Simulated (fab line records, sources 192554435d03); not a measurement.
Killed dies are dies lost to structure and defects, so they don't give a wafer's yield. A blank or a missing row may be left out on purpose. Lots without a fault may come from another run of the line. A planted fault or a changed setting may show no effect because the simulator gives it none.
One fault seen from 2 desks | flow n5_finfet | each desk has only its own numbers; what lay behind them comes last

THE TOOL OWNER'S DESK: euv_scanner-01
The tool's own readings at N5_BEOL_M8_EXPOSE_25 (exposes mask V7, target cd 40 nm): means of the sampled wafers that have a number, for each lot that ran on this tool. A lot is out of limits, marked OUT, if its mean lies more than 4 standard deviations from the usual mean; the brackets give that distance.
Columns: A = exposure_dose_mJ_cm2 at N5_BEOL_M8_EXPOSE_25, usual 42.46
lot  | first seen here | A
L183 | day 9 14:50     | 42.41
L187 | day 10 10:31    | 42.48
L188 | day 10 20:38    | 42.47
L189 | day 11 01:27    | 43.26 (+20) OUT
L191 | day 11 09:25    | 43.09 (+15) OUT
L193 | day 11 15:04    | 43.00 (+13) OUT
L192 | day 11 15:07    | 42.91 (+11) OUT
This desk's finding: out of limits on L189, L191, L192, L193; first on L189, day 11 01:27 (exposure_dose_mJ_cm2 at N5_BEOL_M8_EXPOSE_25). In limits: L183, L187, L188.

THE METROLOGY DESK
What the gauges read, lot by lot, whatever tool the lot ran on: means of the sampled wafers that have a number. A lot is out of limits, marked OUT, if its mean lies more than 4 standard deviations from the usual mean; the brackets give that distance.
Columns: A = V7_OVL at N5_BEOL_M8_OVL_MEAS_29, usual 0.4 nm
lot  | first seen here | A
L183 | day 9 15:00     | 0.1
L185 | day 9 20:01     | -0.4
L187 | day 10 10:41    | 1.0
L188 | day 10 20:49    | 0.7
L189 | day 11 01:37    | 0.8
L191 | day 11 09:35    | -0.0
L193 | day 11 15:13    | -0.1
L192 | day 11 15:17    | -0.1
L204 | day 15 14:53    | 1.2
L202 | day 15 14:56    | 0.6
L205 | day 16 18:47    | 0.7
This desk's finding: nothing out of limits on any of the 11 lots.

PUT TOGETHER
The tool owner's desk could have raised an alarm at day 11 01:27, on L189, L191, L192, L193.
The metrology desk saw nothing out of limits.
The metrology desk has L189, L191, L192, L193 on record, within its limits.
Of the lots named, all ran N5_BEOL_M8_EXPOSE_25 on euv_scanner-01.

WHAT THE SIMULATOR HAD PUT IN
Process parameter drift: euv_scanner-01, from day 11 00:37 on, at N5_BEOL_M8_EXPOSE_25. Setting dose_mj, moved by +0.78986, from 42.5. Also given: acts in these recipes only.
Lots struck among those shown: L189, L191, L192, L193.
Hours from the fault's start to each desk's first reading out of limits: the tool owner's desk, 1.
